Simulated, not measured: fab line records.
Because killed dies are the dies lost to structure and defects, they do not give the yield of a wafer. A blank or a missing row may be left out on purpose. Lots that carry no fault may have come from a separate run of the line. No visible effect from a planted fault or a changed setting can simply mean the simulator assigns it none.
Matching of chambers	flow nandHarc	NHARC_A_STAIRCASE_ETCH_169 on rieDiel-09: 4 sister chambers
The step etches the open film in CH3F/O2, target depth 50 nm, time 107.1 s. 14 wafers are shown with their chamber, then 7 later ones without.

== WAFERS PAIRED WITH THEIR CHAMBERS ==
wafer	chamber	drypumpMotorCurrentA (A)	showerheadPlenumPTorr (Torr)	throttleValvePct (%)
L080.1	2	6.1	2.32	20.656
L080.2	0	6.0	2.43	20.660
L080.3	3	5.9	2.46	20.659
L079.2	2	6.1	2.32	20.645
L079.4	3	5.9	2.46	20.658
L079.5	2	6.1	2.32	20.661
L086.3	2	6.2	2.31	20.660
L086.4	0	6.0	2.42	20.664
L086.5	1	6.2	2.40	20.670
L088.3	3	5.9	2.45	20.657
L088.5	0	6.0	2.42	20.658
L088.6	1	6.2	2.39	20.672
L093.1	1	6.2	2.39	20.663
L093.2	2	6.1	2.30	20.657

SIGNATURES, as means of the wafers listed above
reading	chamber 0	chamber 1	chamber 2	chamber 3	scatter within a chamber
drypumpMotorCurrentA	6.000	6.200	6.120	5.900	0.0283
showerheadPlenumPTorr	2.4233	2.3933	2.3140	2.4567	0.00721
throttleValvePct	20.66067	20.66833	20.65580	20.65800	0.00478
Rule: for each reading, subtract the chamber's mean from the wafer's reading, divide by that reading's scatter and square the result; add these up over the readings and take the root, which gives the wafer's distance from the chamber. If the next closest chamber is less than 2 further off than the closest, the wafer can't be placed; otherwise it belongs to the closest. The scatter is the square root of a quotient: the sum, over the shown wafers, of each reading's squared deviation from its chamber's mean, divided by wafers minus chambers.

== WAFERS WHOSE CHAMBER IS MISSING ==
wafer	drypumpMotorCurrentA (A)	showerheadPlenumPTorr (Torr)	throttleValvePct (%)
L093.4	6.0	2.41	20.661
L092.1	6.2	2.39	20.665
L092.4	6.0	2.41	20.673
L092.5	5.8	2.44	20.663
L095.1	6.0	2.41	20.659
L095.2	6.2	2.39	20.672
L095.4	6.1	2.30	20.676

== EACH ONE'S CHAMBER ==
wafer	from the rows above	in truth
L093.4	0	0
L092.1	1	1
L092.4	0	0
L092.5	3	3
L095.1	0	0
L095.2	1	1
L095.4	2	2
Placed correctly: 7 of 7. Left unplaced by these rows: 0. Placed wrongly: 0.
